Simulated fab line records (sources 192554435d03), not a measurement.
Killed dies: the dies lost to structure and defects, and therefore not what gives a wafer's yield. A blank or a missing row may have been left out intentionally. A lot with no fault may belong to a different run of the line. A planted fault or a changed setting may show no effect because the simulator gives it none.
Which tool was responsible? || flow n5-finfet || Sampling: 9 lots, 26 wafers, 5 of 1938 route steps

WHAT THE GAUGES SHOWED, per wafer
N5_BEOL_M4_RC_MEAS_101. Usual: DIBL_N 36.0 mV/V, standard deviation 1.7; DIBL_P 36.2 mV/V, standard deviation 1.9; EOT_N 10.51, standard deviation 0.12; EOT_P 10.46, standard deviation 0.1; IGATE_N 0.0133 nA/um, standard deviation 0.0023; IGATE_P 0.0040 nA/um, standard deviation 0.0007; IOFF_N 0.154 nA/um, standard deviation 0.028; IOFF_N_85C 3.0 nA/um, standard deviation 0.44; IOFF_N_LIN 0.071 nA/um, standard deviation 0.01; IOFF_P 0.21 nA/um, standard deviation 0.036; IOFF_P_85C 3.6 nA/um, standard deviation 0.53; IOFF_P_LIN 0.099 nA/um, standard deviation 0.014; ION_N 675 uA/um, standard deviation 11; ION_P 463 uA/um, standard deviation 8.3; SS_N 71.4 mV/dec, standard deviation 0.63; SS_P 73.2 mV/dec, standard deviation 0.55; VT_N 250.2 mV, standard deviation 3; VT_N_LVT 99.5 mV, standard deviation 2.9; VT_P -251 mV, standard deviation 3.7; VT_P_LVT -99 mV, standard deviation 3.1.
{"lot": "L392", "measured": "day 9 05:26", "on": "prober-01", "DIBL_N (mV/V)": "35.0 38.3 39.0", "DIBL_P (mV/V)": "33.2 38.5 38.7", "EOT_N": "10.28 10.58 10.32", "EOT_P": "10.32 10.57 10.37", "IGATE_N (nA/um)": "0.0175 0.0122 0.0163", "IGATE_P (nA/um)": "0.0051 0.0036 0.0048", "IOFF_N (nA/um)": "0.116 0.186 0.196", "IOFF_N_85C (nA/um)": "2.4 3.6 3.8", "IOFF_N_LIN (nA/um)": "0.059 0.088 0.091", "IOFF_P (nA/um)": "0.17 0.26 0.26", "IOFF_P_85C (nA/um)": "3.1 4.4 4.4", "IOFF_P_LIN (nA/um)": "0.086 0.118 0.119", "ION_N (uA/um)": "670 688 700", "ION_P (uA/um)": "455 474 477", "SS_N (mV/dec)": "71.2 72.9 72.4", "SS_P (mV/dec)": "73.0 73.9 73.9", "VT_N (mV)": "252.2 245.6 245.2", "VT_N_LVT (mV)": "103.2 96.3 94.2", "VT_P (mV)": "-252 -247 -246", "VT_P_LVT (mV)": "-101 -96 -96", "flag": ""}
{"lot": "L394", "measured": "day 11 04:26", "on": "prober-02", "DIBL_N (mV/V)": "32.7 35.9 36.7", "DIBL_P (mV/V)": "32.2 34.8 36.0", "EOT_N": "10.45 10.49 10.47", "EOT_P": "10.44 10.45 10.47", "IGATE_N (nA/um)": "0.0161 0.0140 0.0133", "IGATE_P (nA/um)": "0.0049 0.0043 0.0041", "IOFF_N (nA/um)": "0.103 0.140 0.152", "IOFF_N_85C (nA/um)": "2.2 2.8 3.0", "IOFF_N_LIN (nA/um)": "0.052 0.067 0.070", "IOFF_P (nA/um)": "0.16 0.19 0.20", "IOFF_P_85C (nA/um)": "2.8 3.3 3.5", "IOFF_P_LIN (nA/um)": "0.080 0.089 0.095", "ION_N (uA/um)": "668 672 678", "ION_P (uA/um)": "463 457 458", "SS_N (mV/dec)": "70.7 70.7 70.6", "SS_P (mV/dec)": "72.2 73.0 73.6", "VT_N (mV)": "255.7 251.5 250.0", "VT_N_LVT (mV)": "104.1 100.5 99.1", "VT_P (mV)": "-256 -255 -251", "VT_P_LVT (mV)": "-102 -99 -99", "flag": ""}
{"lot": "L395", "measured": "day 10 23:41", "on": "prober-02", "DIBL_N (mV/V)": "37.7 38.0 34.4", "DIBL_P (mV/V)": "38.6 38.8 34.9", "EOT_N": "10.47 10.51 10.46", "EOT_P": "10.38 10.33 10.34", "IGATE_N (nA/um)": "0.0147 0.0142 0.0166", "IGATE_P (nA/um)": "0.0044 0.0043 0.0050", "IOFF_N (nA/um)": "0.180 0.185 0.128", "IOFF_N_85C (nA/um)": "3.4 3.5 2.6", "IOFF_N_LIN (nA/um)": "0.083 0.083 0.064", "IOFF_P (nA/um)": "0.23 0.23 0.17", "IOFF_P_85C (nA/um)": "4.0 3.9 3.1", "IOFF_P_LIN (nA/um)": "0.109 0.104 0.089", "ION_N (uA/um)": "685 679 671", "ION_P (uA/um)": "477 467 462", "SS_N (mV/dec)": "71.5 72.4 71.1", "SS_P (mV/dec)": "73.7 73.4 72.3", "VT_N (mV)": "249.5 246.9 252.7", "VT_N_LVT (mV)": "97.5 97.7 100.9", "VT_P (mV)": "-247 -248 -250", "VT_P_LVT (mV)": "-98 -98 -101", "flag": ""}
{"lot": "L397", "measured": "day 12 00:50", "on": "prober-02", "DIBL_N (mV/V)": "34.7 35.7 35.7", "DIBL_P (mV/V)": "35.6 36.4 36.5", "EOT_N": "10.23 10.51 10.31", "EOT_P": "10.26 10.48 10.40", "IGATE_N (nA/um)": "0.0170 0.0120 0.0167", "IGATE_P (nA/um)": "0.0051 0.0036 0.0051", "IOFF_N (nA/um)": "0.134 0.155 0.146", "IOFF_N_85C (nA/um)": "2.7 3.0 2.9", "IOFF_N_LIN (nA/um)": "0.064 0.073 0.071", "IOFF_P (nA/um)": "0.18 0.20 0.19", "IOFF_P_85C (nA/um)": "3.3 3.5 3.4", "IOFF_P_LIN (nA/um)": "0.092 0.099 0.096", "ION_N (uA/um)": "666 679 674", "ION_P (uA/um)": "460 461 465", "SS_N (mV/dec)": "71.4 71.4 71.2", "SS_P (mV/dec)": "72.7 72.8 72.5", "VT_N (mV)": "252.2 248.9 249.6", "VT_N_LVT (mV)": "101.1 97.7 100.1", "VT_P (mV)": "-252 -251 -251", "VT_P_LVT (mV)": "-103 -100 -101", "flag": ""}
{"lot": "L403", "measured": "day 13 12:41", "on": "prober-02", "DIBL_N (mV/V)": "44.6 45.9", "DIBL_P (mV/V)": "46.4 46.5", "EOT_N": "13.73 13.81", "EOT_P": "13.59 13.75", "IGATE_N (nA/um)": "0.0004 0.0003", "IGATE_P (nA/um)": "0.0001 0.0001", "IOFF_N (nA/um)": "0.301 0.354", "IOFF_N_85C (nA/um)": "5.3 6.0", "IOFF_N_LIN (nA/um)": "0.138 0.147", "IOFF_P (nA/um)": "0.39 0.41", "IOFF_P_85C (nA/um)": "6.0 6.3", "IOFF_P_LIN (nA/um)": "0.175 0.182", "ION_N (uA/um)": "626 626", "ION_P (uA/um)": "430 431", "SS_N (mV/dec)": "73.8 74.1", "SS_P (mV/dec)": "74.6 74.9", "VT_N (mV)": "244.3 240.9", "VT_N_LVT (mV)": "91.8 91.4", "VT_P (mV)": "-243 -242", "VT_P_LVT (mV)": "-92 -91", "flag": "OFF"}
{"lot": "L406", "measured": "day 13 22:02", "on": "prober-02", "DIBL_N (mV/V)": "35.8 36.9 42.4", "DIBL_P (mV/V)": "34.7 37.0 42.6", "EOT_N": "10.82 10.65 13.66", "EOT_P": "10.55 10.57 13.66", "IGATE_N (nA/um)": "0.0083 0.0104 0.0003", "IGATE_P (nA/um)": "0.0025 0.0031 0.0001", "IOFF_N (nA/um)": "0.133 0.160 0.265", "IOFF_N_85C (nA/um)": "2.7 3.2 4.9", "IOFF_N_LIN (nA/um)": "0.064 0.075 0.128", "IOFF_P (nA/um)": "0.21 0.25 0.39", "IOFF_P_85C (nA/um)": "3.6 4.3 6.3", "IOFF_P_LIN (nA/um)": "0.099 0.116 0.192", "ION_N (uA/um)": "668 669 625", "ION_P (uA/um)": "463 465 440", "SS_N (mV/dec)": "70.8 71.2 72.0", "SS_P (mV/dec)": "73.0 73.9 74.1", "VT_N (mV)": "252.7 245.8 240.9", "VT_N_LVT (mV)": "101.0 97.0 91.6", "VT_P (mV)": "-247 -246 -241", "VT_P_LVT (mV)": "-98 -95 -88", "flag": "OFF"}
{"lot": "L408", "measured": "day 14 18:20", "on": "prober-01", "DIBL_N (mV/V)": "34.8 32.6 35.5", "DIBL_P (mV/V)": "35.1 32.5 35.8", "EOT_N": "10.63 10.66 10.63", "EOT_P": "10.57 10.53 10.63", "IGATE_N (nA/um)": "0.0099 0.0130 0.0094", "IGATE_P (nA/um)": "0.0030 0.0039 0.0028", "IOFF_N (nA/um)": "0.140 0.105 0.151", "IOFF_N_85C (nA/um)": "2.8 2.2 2.9", "IOFF_N_LIN (nA/um)": "0.067 0.053 0.069", "IOFF_P (nA/um)": "0.18 0.15 0.20", "IOFF_P_85C (nA/um)": "3.2 2.7 3.5", "IOFF_P_LIN (nA/um)": "0.088 0.075 0.093", "ION_N (uA/um)": "665 658 662", "ION_P (uA/um)": "452 454 457", "SS_N (mV/dec)": "71.5 70.6 70.9", "SS_P (mV/dec)": "73.5 73.3 73.1", "VT_N (mV)": "250.6 256.1 249.8", "VT_N_LVT (mV)": "100.6 105.8 100.0", "VT_P (mV)": "-255 -255 -253", "VT_P_LVT (mV)": "-104 -106 -101", "flag": ""}
{"lot": "L411", "measured": "day 15 06:22", "on": "prober-01", "DIBL_N (mV/V)": "35.8 36.0 39.1", "DIBL_P (mV/V)": "35.9 36.7 38.8", "EOT_N": "10.57 10.69 10.48", "EOT_P": "10.55 10.49 10.53", "IGATE_N (nA/um)": "0.0112 0.0101 0.0133", "IGATE_P (nA/um)": "0.0034 0.0031 0.0040", "IOFF_N (nA/um)": "0.150 0.158 0.214", "IOFF_N_85C (nA/um)": "2.9 3.1 3.9", "IOFF_N_LIN (nA/um)": "0.068 0.072 0.091", "IOFF_P (nA/um)": "0.18 0.20 0.23", "IOFF_P_85C (nA/um)": "3.3 3.7 4.0", "IOFF_P_LIN (nA/um)": "0.090 0.098 0.107", "ION_N (uA/um)": "663 665 697", "ION_P (uA/um)": "453 462 468", "SS_N (mV/dec)": "71.1 71.2 71.9", "SS_P (mV/dec)": "72.5 72.8 73.2", "VT_N (mV)": "251.4 247.5 244.7", "VT_N_LVT (mV)": "100.5 98.7 96.6", "VT_P (mV)": "-251 -249 -251", "VT_P_LVT (mV)": "-102 -100 -100", "flag": ""}
{"lot": "L414", "measured": "day 15 11:02", "on": "prober-02", "DIBL_N (mV/V)": "36.1 35.9 37.9", "DIBL_P (mV/V)": "36.9 34.8 39.6", "EOT_N": "10.53 10.63 10.40", "EOT_P": "10.35 10.29 10.31", "IGATE_N (nA/um)": "0.0142 0.0114 0.0166", "IGATE_P (nA/um)": "0.0043 0.0035 0.0051", "IOFF_N (nA/um)": "0.145 0.148 0.192", "IOFF_N_85C (nA/um)": "2.8 2.9 3.5", "IOFF_N_LIN (nA/um)": "0.067 0.065 0.084", "IOFF_P (nA/um)": "0.21 0.19 0.25", "IOFF_P_85C (nA/um)": "3.7 3.4 4.3", "IOFF_P_LIN (nA/um)": "0.097 0.092 0.113", "ION_N (uA/um)": "660 662 697", "ION_P (uA/um)": "455 456 471", "SS_N (mV/dec)": "71.4 71.4 72.3", "SS_P (mV/dec)": "73.0 72.7 73.9", "VT_N (mV)": "253.2 252.0 247.7", "VT_N_LVT (mV)": "103.9 103.4 99.2", "VT_P (mV)": "-253 -252 -249", "VT_P_LVT (mV)": "-101 -102 -98", "flag": ""}

N5_BEOL_M5_THK_MEAS_01. Usual: M5_ILD_THK gives 120.1 nm (standard deviation 1.4).
{"lot": "L392", "measured": "day 9 06:59", "on": "film-metro-01", "M5_ILD_THK (nm)": "115.8 120.0 121.2", "flag": ""}
{"lot": "L394", "measured": "day 11 05:31", "on": "film-metro-02", "M5_ILD_THK (nm)": "122.6 122.6 121.8", "flag": ""}
{"lot": "L395", "measured": "day 11 01:04", "on": "film-metro-02", "M5_ILD_THK (nm)": "117.8 118.0 121.0", "flag": ""}
{"lot": "L397", "measured": "day 12 02:13", "on": "film-metro-01", "M5_ILD_THK (nm)": "119.4 121.7 120.7", "flag": ""}
{"lot": "L403", "measured": "day 13 13:45", "on": "film-metro-02", "M5_ILD_THK (nm)": "119.8 121.2", "flag": ""}
{"lot": "L406", "measured": "day 13 23:26", "on": "film-metro-02", "M5_ILD_THK (nm)": "117.6 120.1 121.3", "flag": ""}
{"lot": "L408", "measured": "day 14 19:44", "on": "film-metro-02", "M5_ILD_THK (nm)": "117.5 120.5 119.1", "flag": ""}
{"lot": "L411", "measured": "day 15 07:54", "on": "film-metro-02", "M5_ILD_THK (nm)": "118.7 118.5 121.0", "flag": ""}
{"lot": "L414", "measured": "day 15 12:36", "on": "film-metro-02", "M5_ILD_THK (nm)": "120.3 121.8 120.1", "flag": ""}

WHAT TOOL EACH LOT RAN ON (gives the tool, then ch and the chambers of the sampled wafers, and finally the start)
{"lot": "L392", "N5_DUMMY_GATE_ALD_02": "ald-sin-02 ch 0,1,3, day 2 18:28", "N5_BEOL_M4_ANNEAL_93": "pvd-sputter-03, day 9 03:59", "N5_BEOL_M4_DEP_57": "pecvd-02 ch 0,1,2, day 9 05:19"}
{"lot": "L394", "N5_DUMMY_GATE_ALD_02": "ald-sin-03 ch 2,3, day 3 07:53", "N5_BEOL_M4_ANNEAL_93": "pvd-sputter-02, day 11 02:31", "N5_BEOL_M4_DEP_57": "pecvd-03 ch 0,1,2, day 11 03:53"}
{"lot": "L395", "N5_DUMMY_GATE_ALD_02": "ald-sin-03 ch 0,1,2, day 3 13:22", "N5_BEOL_M4_ANNEAL_93": "pvd-sputter-03, day 10 22:00", "N5_BEOL_M4_DEP_57": "pecvd-03 ch 0,1, day 10 23:25"}
{"lot": "L397", "N5_DUMMY_GATE_ALD_02": "ald-sin-03 ch 1,3, day 4 00:07", "N5_BEOL_M4_ANNEAL_93": "pvd-sputter-03, day 11 23:14", "N5_BEOL_M4_DEP_57": "pecvd-01 ch 0,2, day 12 00:34"}
{"lot": "L403", "N5_DUMMY_GATE_ALD_02": "ald-sin-03 ch 1,3, day 5 18:14", "N5_BEOL_M4_ANNEAL_93": "pvd-sputter-01, day 13 10:34", "N5_BEOL_M4_DEP_57": "pecvd-01 ch 1,2, day 13 12:07"}
{"lot": "L406", "N5_DUMMY_GATE_ALD_02": "ald-sin-03 ch 0,1,3, day 6 11:23", "N5_BEOL_M4_ANNEAL_93": "pvd-sputter-02, day 13 20:20", "N5_BEOL_M4_DEP_57": "pecvd-03 ch 0,1,2, day 13 21:46"}
{"lot": "L408", "N5_DUMMY_GATE_ALD_02": "ald-sin-02 ch 1,2,3, day 6 20:20", "N5_BEOL_M4_ANNEAL_93": "pvd-sputter-01, day 14 16:11", "N5_BEOL_M4_DEP_57": "pecvd-02 ch 0,1, day 14 18:04"}
{"lot": "L411", "N5_DUMMY_GATE_ALD_02": "ald-sin-04 ch 0,1,3, day 7 15:24", "N5_BEOL_M4_ANNEAL_93": "pvd-sputter-01, day 15 04:51", "N5_BEOL_M4_DEP_57": "pecvd-01 ch 1,2, day 15 06:15"}
{"lot": "L414", "N5_DUMMY_GATE_ALD_02": "ald-sin-02 ch 0,2,3, day 8 07:45", "N5_BEOL_M4_ANNEAL_93": "pvd-sputter-02, day 15 09:35", "N5_BEOL_M4_DEP_57": "pecvd-03 ch 0,1,2, day 15 10:55"}
- N5_DUMMY_GATE_ALD_02: deposits SiO2, target thk 2 nm, pulse time 1 s.
- N5_BEOL_M4_ANNEAL_93: time 240 s.
- N5_BEOL_M4_DEP_57: deposits SiCN from 3MS/NH3, target thk 8 nm, time 14 s.

WHAT THE TOOLS THEMSELVES READ (means of the sampled wafers that have a number; where no wafer has one, the mark that the record gives instead)
N5_DUMMY_GATE_ALD_02. Usual: heater-power-w 468 W, standard deviation 42; precursor-pulse-height-rel 0.998, standard deviation 0.022.
{"lot": "L392", "tool": "ald-sin-02", "heater-power-w (W)": 469, "precursor-pulse-height-rel": 1.001, "flag": ""}
{"lot": "L394", "tool": "ald-sin-03", "heater-power-w (W)": 472, "precursor-pulse-height-rel": 0.987, "flag": ""}
{"lot": "L395", "tool": "ald-sin-03", "heater-power-w (W)": 475, "precursor-pulse-height-rel": 0.991, "flag": ""}
{"lot": "L397", "tool": "ald-sin-03", "heater-power-w (W)": 470, "precursor-pulse-height-rel": 1.006, "flag": ""}
{"lot": "L403", "tool": "ald-sin-03", "heater-power-w (W)": 478, "precursor-pulse-height-rel": 0.996, "flag": ""}
{"lot": "L406", "tool": "ald-sin-03", "heater-power-w (W)": 492, "precursor-pulse-height-rel": 1.023, "flag": ""}
{"lot": "L408", "tool": "ald-sin-02", "heater-power-w (W)": 471, "precursor-pulse-height-rel": 0.969, "flag": ""}
{"lot": "L411", "tool": "ald-sin-04", "heater-power-w (W)": 446, "precursor-pulse-height-rel": 1.022, "flag": ""}
{"lot": "L414", "tool": "ald-sin-02", "heater-power-w (W)": 459, "precursor-pulse-height-rel": 0.989, "flag": ""}

N5_BEOL_M4_ANNEAL_93. Usual: heater-power-w at 812 W, with a standard deviation of 66.
{"lot": "L392", "tool": "pvd-sputter-03", "heater-power-w (W)": 899, "flag": ""}
{"lot": "L394", "tool": "pvd-sputter-02", "heater-power-w (W)": 779, "flag": ""}
{"lot": "L395", "tool": "pvd-sputter-03", "heater-power-w (W)": 848, "flag": ""}
{"lot": "L397", "tool": "pvd-sputter-03", "heater-power-w (W)": 823, "flag": ""}
{"lot": "L403", "tool": "pvd-sputter-01", "heater-power-w (W)": 798, "flag": ""}
{"lot": "L406", "tool": "pvd-sputter-02", "heater-power-w (W)": 803, "flag": ""}
{"lot": "L408", "tool": "pvd-sputter-01", "heater-power-w (W)": 842, "flag": ""}
{"lot": "L411", "tool": "pvd-sputter-01", "heater-power-w (W)": 811, "flag": ""}
{"lot": "L414", "tool": "pvd-sputter-02", "heater-power-w (W)": 775, "flag": ""}

N5_BEOL_M4_DEP_57. Usual: showerhead-plenum-p-Torr 3.664 Torr, standard deviation 0.014; throttle-valve-pct 9.0 %, standard deviation 0.48.
{"lot": "L392", "tool": "pecvd-02", "showerhead-plenum-p-Torr (Torr)": 3.670, "throttle-valve-pct (%)": 9.1, "flag": ""}
{"lot": "L394", "tool": "pecvd-03", "showerhead-plenum-p-Torr (Torr)": 3.659, "throttle-valve-pct (%)": 8.9, "flag": ""}
{"lot": "L395", "tool": "pecvd-03", "showerhead-plenum-p-Torr (Torr)": 3.659, "throttle-valve-pct (%)": 9.0, "flag": ""}
{"lot": "L397", "tool": "pecvd-01", "showerhead-plenum-p-Torr (Torr)": 3.655, "throttle-valve-pct (%)": 9.0, "flag": ""}
{"lot": "L403", "tool": "pecvd-01", "showerhead-plenum-p-Torr (Torr)": 3.656, "throttle-valve-pct (%)": 8.6, "flag": ""}
{"lot": "L406", "tool": "pecvd-03", "showerhead-plenum-p-Torr (Torr)": 3.671, "throttle-valve-pct (%)": 8.9, "flag": ""}
{"lot": "L408", "tool": "pecvd-02", "showerhead-plenum-p-Torr (Torr)": 3.678, "throttle-valve-pct (%)": 9.6, "flag": ""}
{"lot": "L411", "tool": "pecvd-01", "showerhead-plenum-p-Torr (Torr)": 3.660, "throttle-valve-pct (%)": 8.5, "flag": ""}
{"lot": "L414", "tool": "pecvd-03", "showerhead-plenum-p-Torr (Torr)": 3.665, "throttle-valve-pct (%)": 9.1, "flag": ""}

THE ANSWER, worked out from the rows above alone
Rule: take the mean of a lot's wafers that have a number; if it is more than 3 standard deviations from the usual mean, the lot is off. A lot without any number at a reading at which 4 lots or more have one is off too. All remaining lots with rows at the step are treated as sound. After the gauges, taken in route order, come the tools' own readings; for these a lot's mean is taken, as printed above. The first step at which some lot is off is used, and at that step the reading that is off furthest; a lot without a number counts as furthest.
Off: at N5_BEOL_M4_RC_MEAS_101 (EOT_P), L403, L406.
A tool fits if, at a process step before that reading, it ran every lot that is off, and no sound lot after the first of them. Gauges at N5_BEOL_M4_RC_MEAS_101: tried the same way as those tools. One fits: ald-sin-03 at N5_DUMMY_GATE_ALD_02. Its last sound lot is L397 (day 4 00:07), its first lot that is off L403 (day 5 18:14): a fault that began between those two fits.

WHAT WAS PUT IN BY THE SIMULATOR
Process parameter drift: ald-sin-03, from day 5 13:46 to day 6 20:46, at N5_DUMMY_GATE_ALD_02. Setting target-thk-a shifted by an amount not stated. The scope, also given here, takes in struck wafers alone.
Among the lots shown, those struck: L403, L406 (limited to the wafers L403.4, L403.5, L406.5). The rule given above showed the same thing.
